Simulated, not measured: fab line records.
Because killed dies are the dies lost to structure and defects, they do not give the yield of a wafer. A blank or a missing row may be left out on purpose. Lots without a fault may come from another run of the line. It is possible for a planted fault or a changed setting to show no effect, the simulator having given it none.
fab line records -- flow nand-harc
record: lots: 14, wafers: 42, last-day: 33
route steps=1302 shown A_STAIRCASE@652
lots that met no fault: taken from a fault-free run of the same line
start-h: start of the lot's first displayed wafer, in hours after the record's first day -- wait-h: time in hours since the lot's previous step -- " as in the row above -- L1.1+2: a row that stands for several wafers -- - no value present, or no start provided -- * or withheld: withheld -- < > ~ a bound
route shown NAME@n: names a module that has steps shown in the file, with the first one's number in the route -- usual: average and standard deviation across the fault-free wafers -- same: alike in all rows -- chamber/n: place in a boat -- sites: each site's reading -- _std_site: how widely they spread, as a standard deviation -- _edge_site: outer sites' mean less inner sites' -- radius-mm: for every site, how far away it sits from the centre of the wafer -- mask NAME#n: copy n -- behind: tool/chamber where the wafer was last shaped -- hold: what put the lot on hold/how long, in hours/how the hold closed -- device: names the non-switching transistor (n, p or np) -- end of line: the same wafers' tests at the end of the route -- step lacking rows: just its recipe -- killed: count of dies lost to structure and defects at first sort (not the wafer's yield) -- map: a wafer's dies, x killed, . not, _ none there
set.NAME: the setting as run; set.NAME@STEP: as run at that earlier step -- model.NAME: the simulator's own value behind a step, which no gauge read
one table for each step of the route and one row for each wafer, over a sample of lots
services: a tool's chamber out of use, with start hour (start-h, from the record's first day; less than 0 if before it), hours out, and reason
== steps ==
step: NHARC_A_STAIRCASE_ETCH_170
recipe: target-depth-a: 2000, time-s: 66.667, ion-energy-ev: 250, c4f6-flow-sccm: 25, o2-flow-sccm: 20, ar-flow-sccm: 500, rf-w: 600, bias-w: 500, chemistry: C4F6/O2
usual: drypump-motor-current-A: 6.0/0.39, o2-flow-sccm: 20.00/0.064, oes-product-au: 0.972/0.012, rf-vpp-V: 547/3.6, run-length-s: 87.9/0.48, showerhead-plenum-p-Torr: 3.93/0.18, throttle-valve-pct: 26.904/0.0092
lot.wafer,tool,chamber,start-h,wait-h,drypump-motor-current-A,o2-flow-sccm,oes-product-au,rf-hours-counter-h,rf-vpp-V,run-length-s,showerhead-plenum-p-Torr,throttle-valve-pct
L889.1,rie-diel-02,3,-,-,5.8,20.04,0.958,44,551,88.0,4.20,26.911
L889.6,rie-diel-02,1,-,-,5.8,20.08,0.994,-,550,88.9,4.09,26.894
L889.5,rie-diel-02,2,-,-,5.6,19.94,0.967,-,544,88.1,3.82,26.905
L891.4,rie-diel-11,3,-,-,6.5,19.93,0.977,39,552,87.5,4.20,26.907
L891.1,rie-diel-11,1,-,-,5.5,20.08,0.990,47,546,87.6,3.89,26.920
L891.6,rie-diel-11,2,-,-,5.7,20.05,0.969,-,542,87.8,3.68,26.904
L892.4,rie-diel-11,3,-,-,6.5,20.01,1.005,41,552,87.3,4.20,26.923
L892.1,rie-diel-11,0,-,-,5.8,19.95,0.984,49,548,88.7,3.95,26.898
L892.5,rie-diel-11,3,-,-,6.5,19.91,0.992,-,553,87.4,4.20,26.921
L893.2,rie-diel-03,3,-,-,6.3,20.02,0.978,21,546,87.4,3.85,26.905
L893.1,rie-diel-03,0,-,-,6.4,19.93,0.968,34,543,87.7,3.77,26.908
L893.5,rie-diel-03,3,-,-,6.3,19.95,0.984,-,546,87.2,3.85,26.905
L894.3,rie-diel-02,1,-,-,5.8,19.94,0.991,1,550,88.4,4.09,26.907
L894.4,rie-diel-02,2,-,-,5.5,19.95,0.971,1,546,87.5,3.82,26.893
L894.2,rie-diel-02,3,-,-,5.8,19.92,0.957,0,551,88.1,4.19,26.905
L896.4,rie-diel-11,2,-,-,5.7,20.08,0.981,0,542,87.9,3.67,26.920
L896.5,rie-diel-11,3,-,-,6.5,20.06,0.974,-,552,87.8,4.19,26.910
L896.6,rie-diel-11,0,-,-,5.9,20.07,0.958,-,546,88.3,3.94,26.896
L897.2,rie-diel-11,2,-,-,5.7,20.05,0.978,0,542,88.4,3.67,26.913
L897.1,rie-diel-11,3,-,-,6.5,20.03,0.977,0,552,87.8,4.19,26.903
L897.5,rie-diel-11,0,-,-,5.8,19.97,0.967,-,547,88.5,3.94,26.906
L899.4,rie-diel-02,2,-,-,5.6,19.91,0.979,21,545,87.8,3.81,26.891
L899.6,rie-diel-02,2,-,-,5.6,19.85,0.979,-,544,87.8,3.81,26.916
L899.5,rie-diel-02,3,-,-,5.8,19.99,0.974,-,552,87.9,4.18,26.880
L900.3,rie-diel-11,1,-,-,5.5,19.92,0.991,14,547,87.2,3.87,26.896
L900.6,rie-diel-11,3,-,-,6.5,20.05,0.957,-,551,87.7,4.18,26.911
L900.5,rie-diel-11,0,-,-,5.8,19.96,0.971,-,547,88.5,3.93,26.885
L901.4,rie-diel-11,3,-,-,6.5,20.07,0.967,13,552,87.6,4.18,26.886
L901.3,rie-diel-11,2,-,-,5.7,20.01,0.989,14,541,87.9,3.66,26.905
L901.5,rie-diel-11,3,-,-,6.5,20.00,0.976,-,552,87.4,4.18,26.898
L905.3,rie-diel-03,2,-,-,6.7,20.01,0.971,9,551,88.2,4.18,26.909
L905.1,rie-diel-03,3,-,-,6.3,19.97,0.988,11,545,87.3,3.83,26.884
L905.6,rie-diel-03,1,-,-,6.0,19.98,0.971,-,543,88.0,3.71,26.909
L906.3,rie-diel-03,3,-,-,6.3,20.07,0.948,23,546,87.5,3.82,26.914
L906.4,rie-diel-03,1,-,-,6.1,20.08,0.967,22,544,87.8,3.71,26.901
L906.6,rie-diel-03,3,-,-,6.3,20.08,0.944,-,545,87.3,3.82,26.902
L907.1,rie-diel-03,0,-,-,6.4,19.95,0.961,28,543,88.3,3.74,26.891
L907.2,rie-diel-03,1,-,-,6.0,20.00,0.966,28,545,88.0,3.71,26.909
L907.3,rie-diel-03,3,-,-,6.2,20.02,0.938,27,545,87.5,3.82,26.915
L911.4,rie-diel-03,1,-,-,6.0,20.01,0.975,40,544,87.9,3.70,26.913
L911.5,rie-diel-03,2,-,-,6.7,20.03,0.961,-,551,87.4,4.16,26.903
L911.6,rie-diel-03,3,-,-,6.3,19.97,0.956,-,544,87.6,3.82,26.904
step: NHARC_A_STAIRCASE_DESCUM_11
recipe: time-s: 3, o2-flow-sccm: 200, ar-flow-sccm: 0, bias-power-w: 0, chemistry: O2
usual: drypump-motor-current-A: 6.0/0.38, o2-flow-sccm: 200.0/0.57, oes-product-au: 0.997/0.009, rf-vpp-V: 57.7/0.94, showerhead-plenum-p-Torr: 1.91/0.097, throttle-valve-pct: 11.311/0.0097
same: bias-power-w: 0
lot.wafer,tool,chamber,start-h,wait-h,drypump-motor-current-A,o2-flow-sccm,oes-product-au,rf-hours-counter-h,rf-vpp-V,showerhead-plenum-p-Torr,throttle-valve-pct
L889.1,rie-diel-03,3,370.75,-,6.2,200.7,1.003,16,57.3,1.88,11.305
L889.5,rie-diel-03,3,370.75,-,6.2,200.5,1.004,-,57.5,1.88,11.307
L889.6,rie-diel-03,0,370.75,-,6.3,200.6,0.996,-,58.2,1.83,11.297
L891.4,rie-diel-02,1,388.15,-,5.7,200.9,1.007,38,57.4,2.00,11.301
L891.1,rie-diel-02,2,388.15,-,5.5,199.5,0.994,44,57.5,1.86,11.324
L891.6,rie-diel-02,1,388.15,-,5.7,199.7,1.008,-,57.9,2.00,11.293
L892.4,rie-diel-03,1,396.61,-,6.1,200.4,1.009,37,58.5,1.81,11.304
L892.1,rie-diel-03,2,396.61,-,6.7,199.8,0.999,38,57.0,2.06,11.314
L892.5,rie-diel-03,2,396.61,-,6.7,199.0,1.001,-,58.6,2.06,11.306
L893.2,rie-diel-03,1,396.96,-,6.0,200.2,1.007,37,56.5,1.81,11.318
L893.1,rie-diel-03,2,396.96,-,6.7,200.6,0.987,38,57.2,2.06,11.311
L893.5,rie-diel-03,1,396.96,-,6.1,199.7,1.003,-,57.9,1.81,11.322
L894.2,rie-diel-11,2,408.17,-,5.6,199.2,0.993,50,58.9,1.78,11.290
L894.3,rie-diel-11,3,408.17,-,6.4,199.6,0.994,49,58.1,2.06,11.308
L894.4,rie-diel-11,1,408.17,-,5.5,199.9,1.006,55,58.8,1.89,11.296
L896.4,rie-diel-11,3,443.60,-,6.5,200.5,0.998,0,58.9,2.06,11.302
L896.6,rie-diel-11,2,443.60,-,5.7,200.2,1.005,-,56.8,1.78,11.301
L896.5,rie-diel-11,3,443.60,-,6.4,200.0,0.999,-,58.6,2.06,11.307
L897.1,rie-diel-02,3,444.02,-,5.8,200.8,0.980,16,60.1,2.05,11.318
L897.2,rie-diel-02,1,444.02,-,5.8,199.1,0.991,12,57.0,2.00,11.314
L897.5,rie-diel-02,2,444.02,-,5.6,200.0,1.004,-,57.0,1.85,11.301
L899.4,rie-diel-02,0,464.71,-,5.6,199.5,1.002,23,57.2,1.91,11.315
L899.5,rie-diel-02,1,464.71,-,5.8,199.5,1.007,-,56.4,2.00,11.318
L899.6,rie-diel-02,2,464.71,-,5.5,200.2,1.002,-,57.4,1.85,11.287
L900.3,rie-diel-02,1,473.48,-,5.8,200.0,0.992,26,57.5,1.99,11.315
L900.6,rie-diel-02,2,473.48,-,5.6,200.8,0.994,-,56.2,1.85,11.340
L900.5,rie-diel-02,3,473.48,-,5.8,200.9,0.978,-,60.6,2.05,11.305
L901.3,rie-diel-03,1,473.80,-,6.0,199.8,0.998,4,58.0,1.80,11.332
L901.4,rie-diel-03,1,473.80,-,6.0,200.0,1.002,-,56.2,1.80,11.294
L901.5,rie-diel-03,0,473.80,-,6.3,200.3,1.009,-,56.6,1.82,11.306
L905.1,rie-diel-03,3,510.78,-,6.3,200.4,0.988,11,56.3,1.86,11.321
L905.3,rie-diel-03,1,510.78,-,6.0,198.6,1.019,13,57.2,1.80,11.323
L905.6,rie-diel-03,0,510.78,-,6.4,200.2,0.995,-,57.2,1.82,11.309
L906.3,rie-diel-03,1,534.59,-,6.1,200.4,1.010,23,57.4,1.80,11.324
L906.4,rie-diel-03,2,534.59,-,6.7,199.0,0.993,22,58.4,2.05,11.300
L906.6,rie-diel-03,2,534.59,-,6.6,199.4,0.992,-,59.2,2.05,11.307
L907.1,rie-diel-02,2,547.26,-,5.6,199.2,0.999,54,56.6,1.84,11.314
L907.2,rie-diel-02,3,547.26,-,5.8,199.9,0.977,56,58.0,2.04,11.312
L907.3,rie-diel-02,0,547.26,-,5.6,200.3,0.994,56,57.2,1.90,11.312
L911.4,rie-diel-11,3,582.44,-,6.4,201.1,0.995,46,58.5,2.04,11.322
L911.6,rie-diel-11,1,582.44,-,5.5,200.7,0.995,-,56.5,1.87,11.303
L911.5,rie-diel-11,2,582.44,-,5.7,199.8,1.022,-,57.8,1.76,11.330
step: NHARC_A_STAIRCASE_ETCH_25
recipe: target-depth-a: 1000, time-s: 40.5, ion-energy-ev: 400, c4f8-flow-sccm: 20, o2-flow-sccm: 10, ar-flow-sccm: withheld, rf-w: 600, bias-w: 1000, chemistry: C4F8/O2
usual: oes-product-au: 0.941/0.011, rf-vpp-V: 896/6, run-length-s: 61.7/0.44
lot.wafer,tool,chamber,start-h,wait-h,oes-product-au,rf-hours-counter-h,rf-vpp-V,run-length-s
L889.1,rie-diel-11,1,372.52,-,0.946,41,896,61.2
L889.5,rie-diel-11,0,372.52,-,0.934,-,895,62.7
L889.6,rie-diel-11,1,372.52,-,0.955,-,894,61.1
L891.4,rie-diel-02,3,390.58,-,0.923,52,906,61.8
L891.1,rie-diel-02,2,390.58,-,0.927,45,892,61.8
L891.6,rie-diel-02,0,390.58,-,0.923,-,896,61.1
L892.1,rie-diel-11,0,399.45,-,0.940,52,897,62.3
L892.4,rie-diel-11,2,399.45,-,0.931,47,887,61.6
L892.5,rie-diel-11,0,399.45,-,0.932,-,898,62.1
L893.2,rie-diel-11,3,399.52,-,0.938,46,906,61.2
L893.1,rie-diel-11,0,399.52,-,0.936,52,897,62.2
L893.5,rie-diel-11,0,399.52,-,0.939,-,896,62.7
L894.3,rie-diel-11,0,409.95,-,0.952,56,897,62.7
L894.4,rie-diel-11,1,409.95,-,0.953,55,894,61.2
L894.2,rie-diel-11,2,409.95,-,0.932,51,888,61.7
L896.4,rie-diel-11,3,445.39,-,0.929,1,905,61.5
L896.5,rie-diel-11,0,445.39,-,0.916,-,897,62.4
L896.6,rie-diel-11,1,445.39,-,0.933,-,893,61.3
L897.2,rie-diel-02,2,445.79,-,0.935,13,892,61.7
L897.1,rie-diel-02,3,445.79,-,0.926,17,905,62.0
L897.5,rie-diel-02,1,445.79,-,0.954,-,900,62.8
L899.4,rie-diel-11,3,467.11,-,0.950,12,904,61.5
L899.5,rie-diel-11,3,467.11,-,0.955,-,905,61.4
L899.6,rie-diel-11,0,467.11,-,0.920,-,896,62.9
L900.3,rie-diel-11,3,475.30,-,0.939,14,903,61.3
L900.5,rie-diel-11,3,475.30,-,0.939,-,904,61.8
L900.6,rie-diel-11,0,475.30,-,0.943,-,896,62.6
L901.3,rie-diel-03,3,475.87,-,0.928,4,893,61.3
L901.5,rie-diel-03,1,475.87,-,0.926,-,889,61.7
L901.4,rie-diel-03,3,475.87,-,0.937,-,894,61.6
L905.1,rie-diel-11,0,512.70,-,0.942,25,896,75.0
L905.3,rie-diel-11,1,512.70,-,0.945,26,894,60.9
L905.6,rie-diel-11,3,512.70,-,0.923,-,904,61.7
L906.4,rie-diel-11,3,536.36,-,0.949,32,904,74.6
L906.3,rie-diel-11,1,536.36,-,0.953,33,893,61.3
L906.6,rie-diel-11,0,536.36,-,0.949,-,896,62.2
L907.2,rie-diel-03,1,549.17,-,0.941,29,889,61.7
L907.1,rie-diel-03,2,549.17,-,0.936,28,904,61.4
L907.3,rie-diel-03,3,549.17,-,0.941,28,893,61.4
L911.4,rie-diel-02,2,584.33,-,0.940,2,892,61.4
L911.5,rie-diel-02,1,584.33,-,0.972,-,901,62.1
L911.6,rie-diel-02,2,584.33,-,0.931,-,891,61.7
step: NHARC_A_STAIRCASE_ETCH_27
recipe: target-depth-a: 1000, time-s: 40.5, ion-energy-ev: 400, c4f8-flow-sccm: 20, o2-flow-sccm: 10, ar-flow-sccm: withheld, rf-w: 600, bias-w: 1000, chemistry: C4F8/O2
usual: oes-product-au: 0.943/0.0098, rf-vpp-V: 896/5.9, run-length-s: 61.7/0.5
lot.wafer,tool,chamber,start-h,wait-h,oes-product-au,rf-hours-counter-h,rf-vpp-V,run-length-s
L889.1,rie-diel-11,1,-,-,0.960,41,895,60.9
L889.6,rie-diel-11,1,-,-,0.960,-,894,61.3
L889.5,rie-diel-11,2,-,-,0.931,-,888,62.3
L891.1,rie-diel-02,0,-,-,0.924,44,897,61.4
L891.4,rie-diel-02,2,-,-,0.949,45,892,61.8
L891.6,rie-diel-02,3,-,-,0.928,-,904,61.7
L892.1,rie-diel-11,0,-,-,0.944,52,897,62.3
L892.4,rie-diel-11,2,-,-,0.943,47,888,61.7
L892.5,rie-diel-11,3,-,-,0.940,-,904,61.2
L893.1,rie-diel-11,1,-,-,0.940,52,895,61.7
L893.2,rie-diel-11,2,-,-,0.942,47,888,61.6
L893.5,rie-diel-11,2,-,-,0.945,-,888,62.1
L894.2,rie-diel-11,3,-,-,0.945,50,904,61.8
L894.3,rie-diel-11,0,-,-,0.953,56,898,62.9
L894.4,rie-diel-11,1,-,-,0.953,56,893,61.5
L896.4,rie-diel-11,2,-,-,0.942,2,887,61.6
L896.5,rie-diel-11,3,-,-,0.943,-,904,61.4
L896.6,rie-diel-11,0,-,-,0.950,-,897,62.4
L897.1,rie-diel-02,2,-,-,0.931,13,892,61.4
L897.2,rie-diel-02,3,-,-,0.927,17,906,61.8
L897.5,rie-diel-02,0,-,-,0.954,-,897,61.4
L899.4,rie-diel-11,2,-,-,0.942,12,887,61.6
L899.6,rie-diel-11,0,-,-,0.943,-,896,62.2
L899.5,rie-diel-11,1,-,-,0.938,-,895,61.5
L900.3,rie-diel-11,2,-,-,0.942,14,889,61.7
L900.5,rie-diel-11,1,-,-,0.941,-,894,60.9
L900.6,rie-diel-11,2,-,-,0.946,-,885,61.7
L901.3,rie-diel-03,0,-,-,0.949,4,890,61.5
L901.5,rie-diel-03,3,-,-,0.947,-,893,61.6
L901.4,rie-diel-03,1,-,-,0.956,-,889,61.4
L905.1,rie-diel-11,0,-,-,0.939,25,896,62.4
L905.3,rie-diel-11,1,-,-,0.942,26,894,60.8
L905.6,rie-diel-11,1,-,-,0.941,-,893,60.9
L906.3,rie-diel-11,1,-,-,0.936,33,894,60.9
L906.4,rie-diel-11,3,-,-,0.936,32,903,61.2
L906.6,rie-diel-11,0,-,-,0.935,-,896,62.4
L907.2,rie-diel-03,3,-,-,0.934,28,894,61.1
L907.3,rie-diel-03,0,-,-,0.936,29,890,61.6
L907.1,rie-diel-03,1,-,-,0.961,29,887,61.8
L911.4,rie-diel-02,0,-,-,0.952,1,894,61.1
L911.5,rie-diel-02,0,-,-,0.955,-,894,61.3
L911.6,rie-diel-02,1,-,-,0.947,-,903,62.5
== services ==
tool,chamber,start-h,hours,kind
rie-diel-11,0,363.74,-,clean
rie-diel-11,1,363.74,-,clean
rie-diel-11,2,363.74,-,clean
rie-diel-11,3,363.74,-,clean
rie-diel-11,0,388.24,-,clean
rie-diel-11,1,388.24,-,clean
rie-diel-11,2,388.24,-,clean
rie-diel-11,3,388.24,-,clean
rie-diel-02,-,393.88,9.0,pm
rie-diel-11,0,412.74,-,clean
rie-diel-11,1,412.74,-,clean
rie-diel-11,2,412.74,-,clean
rie-diel-11,3,412.74,-,clean
rie-diel-11,0,426.88,5.3,repair
rie-diel-11,-,432.53,9.0,pm
rie-diel-11,0,432.53,9.0,vent-cycle
rie-diel-11,1,432.53,9.0,vent-cycle
rie-diel-11,2,432.53,9.0,vent-cycle
rie-diel-11,3,432.53,9.0,vent-cycle
rie-diel-03,1,437.05,22.3,repair
rie-diel-03,-,458.43,9.0,pm
rie-diel-11,2,480.26,1.8,repair
rie-diel-02,3,492.94,4.1,repair
rie-diel-02,-,570.93,9.0,pm
== key ==
first-sign: step: NHARC_A_STAIRCASE_ETCH_25, reading: run-length-s, direction: up, sigmas: 30, usual: *, struck: *
effect none on later readings
met-at NHARC_A_STAIRCASE_ETCH_25
struck-lots L905,L906
struck-wafers L905.1,L906.4
later-rows-left-out L905.1,L906.4
sort-left-out L905.1,L906.4
tester-left-out L905,L906
not-acting-at NHARC_A_STAIRCASE_ETCH_170,NHARC_A_STAIRCASE_DESCUM_11,NHARC_A_STAIRCASE_ETCH_27
onset-between 475.30 512.70
fault: kind: process-parameter-drift, tool: rie-diel-11, chamber: -, onset-h: 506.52, steps: NHARC_A_STAIRCASE_ETCH_25, channel: time-s, offset: *, shape: step, end-h: 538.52, scope: struck-wafers-only, acts-in: *, stated: *
tester-left-out: of these lots the tester's yield and bins aren't shown, on N5 and GAA mostly nor the transistor test; their killed dies are dies lost to structure and defects alone, not to doping, threshold or leakage, so they don't give the yield
sort-left-out: the simulated sort isn't trusted on such a fault, so these wafers' sort isn't shown, and their yield isn't known
later-rows-left-out: the simulator's readings of these wafers behind a module that went badly wrong aren't trusted and aren't shown, but for the sort
